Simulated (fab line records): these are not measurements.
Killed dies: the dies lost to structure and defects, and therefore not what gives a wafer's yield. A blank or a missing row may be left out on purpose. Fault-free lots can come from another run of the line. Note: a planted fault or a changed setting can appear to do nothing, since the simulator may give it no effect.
Split-lot experiment | flow n5_finfet | 7 lots, 39 wafers read, on a route of 1938 steps

THE SPLIT
At N5_BEOL_M8_DEP_56 (deposits SiCN from 3MS/NH3, target thk 10 nm, time 17.5 s), the setting time_s was moved away from the recipe's 17.5 s on 15 of the 39 wafers read, by -39.4% to +46.9%. All remaining wafers had this setting at the recipe value.

Reading taken at the split's own step.

THE READING
SiCN_of_BEOL_M8_DEP_56.thk_nm (the simulator's own value, which no gauge read), in nm, at N5_BEOL_M8_DEP_56 (deposits SiCN from 3MS/NH3, target thk 10 nm, time 17.5 s). No usual value for it is given in the file. Average 10.1 nm, standard deviation 0.097 nm, over the 24 wafers here run with the recipe.

wafer  | tool, chamber at the split | time_s as run, s | against the recipe | SiCN_of_BEOL_M8_DEP_56.thk_nm, nm | against lot-mates on the recipe
L074.1 | pecvd-02, 1,0              | 25.7             | +46.9%             | 14.6                              | +4.4
L074.3 | pecvd-02, 1,0              | 25.7             | +46.9%             | 14.6                              | +4.4
L074.2 | pecvd-02, 2,1,0            | 17.5             | recipe             | 10.2                              | -
L074.4 | pecvd-02, 2,1,0            | 17.5             | recipe             | 10.2                              | -
L074.6 | pecvd-02, 2,1,0            | 17.5             | recipe             | 10.2                              | -
L074.5 | pecvd-02, 2                | 25.7             | +46.9%             | 14.8                              | +4.6
L078.1 | pecvd-02, 0                | 10.6             | -39.4%             | 6.2                               | -3.8
L078.6 | pecvd-02, 0                | 10.6             | -39.4%             | 6.2                               | -3.8
L078.2 | pecvd-02, 2,1,2            | 17.5             | recipe             | 10                                | -
L078.3 | pecvd-02, 2,1,2            | 17.5             | recipe             | 10                                | -
L078.5 | pecvd-02, 2,1,2            | 17.5             | recipe             | 10                                | -
L078.4 | pecvd-02, 1                | 10.6             | -39.4%             | 6.4                               | -3.6
L080.1 | pecvd-02, 0                | 12.04            | -31.2%             | 6.8                               | -3.3
L080.2 | pecvd-02, 2,0              | 12.04            | -31.2%             | 7                                 | -3.1
L080.4 | pecvd-02, 2,0              | 12.04            | -31.2%             | 7                                 | -3.1
L080.3 | pecvd-02, 1                | 17.5             | recipe             | 10                                | -
L080.5 | pecvd-02, 1,2              | 17.5             | recipe             | 10.2                              | -
L080.6 | pecvd-02, 1,2              | 17.5             | recipe             | 10.2                              | -
L081.2 | pecvd-01, 2,1              | 17.5             | recipe             | 10                                | -
L081.5 | pecvd-01, 2,1              | 17.5             | recipe             | 10                                | -
L081.6 | pecvd-01, 2                | 17.5             | recipe             | 10.2                              | -
L084.1 | pecvd-03, 2,0,1            | 17.5             | recipe             | 10                                | -
L084.2 | pecvd-03, 2,0,1            | 17.5             | recipe             | 10                                | -
L084.3 | pecvd-03, 2,0,1            | 17.5             | recipe             | 10                                | -
L084.4 | pecvd-03, 2,1,0            | 17.5             | recipe             | 10.2                              | -
L084.5 | pecvd-03, 2,1,0            | 17.5             | recipe             | 10.2                              | -
L084.6 | pecvd-03, 2,1,0            | 17.5             | recipe             | 10.2                              | -
L088.1 | pecvd-02, 2,0,0            | 17.5             | recipe             | 10                                | -
L088.2 | pecvd-02, 2,0,0            | 17.5             | recipe             | 10                                | -
L088.4 | pecvd-02, 2,0,0            | 17.5             | recipe             | 10                                | -
L088.3 | pecvd-02, 1                | 21.13            | +20.7%             | 11.8                              | +1.8
L088.5 | pecvd-02, 1,2              | 21.13            | +20.7%             | 12                                | +2.0
L088.6 | pecvd-02, 1,2              | 21.13            | +20.7%             | 12                                | +2.0
L090.1 | pecvd-02, 1,0,2            | 14.21            | -18.8%             | 8                                 | -2.0
L090.2 | pecvd-02, 1,0,2            | 14.21            | -18.8%             | 8                                 | -2.0
L090.3 | pecvd-02, 1,0,2            | 14.21            | -18.8%             | 8                                 | -2.0
L090.4 | pecvd-02, 1,2,0            | 17.5             | recipe             | 10                                | -
L090.5 | pecvd-02, 1,2,0            | 17.5             | recipe             | 10                                | -
L090.6 | pecvd-02, 1,2,0            | 17.5             | recipe             | 10                                | -
If several chambers appear in one row, that row covers several wafers at once and the file leaves open which wafer was in which chamber.

FIT RESULTS
A straight line over all 39 wafers: SiCN_of_BEOL_M8_DEP_56.thk_nm changes by +0.0981 nm for each +1% of time_s; r = +1.00; the points scatter about the line by 0.12 nm.
The same after taking each lot's own level away (the mean of its wafers on the recipe; 39 wafers): +0.0968 nm for each +1%; r = +1.00; scatter 0.11 nm.
According to that fit, moving time_s by its largest amount changes the reading by 4.5 nm.
Across the lots, their own levels run from 10.00 to 10.20 nm, a range of 2.1 times the standard deviation given above.
Hence the lot-to-lot level has little effect on the slope; both slopes agree.
Check: with one of the wafers moved furthest among these (+46.9%) left out of the fit, the line predicts +4.53 nm for it against its lot-mates. Against them it came out at +4.4 nm.

OTHER SPLITS ON THESE WAFERS
These wafers also went through other splits before the reading. Each is held against what the fit with the lots' levels taken away leaves over:
other split on the same wafers              | wafers away from the commonest value | r with SiCN_of_BEOL_M8_DEP_56.thk_nm (lot level and that fit taken away)
N5_BEOL_M0_SAQP_SPACER2_ALD_26 target_thk_a | 9                                    | -0.14
N5_BEOL_M3_DESCUM_33 time_s                 | 6                                    | +0.14
N5_BEOL_M7_ILD_DEP_00 time_s                | 15                                   | -0.37

THE FILE'S OWN FIT
SiCN_of_BEOL_M8_DEP_56.thk_nm changes by +0.097 nm for each +1% of time_s, r = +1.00.
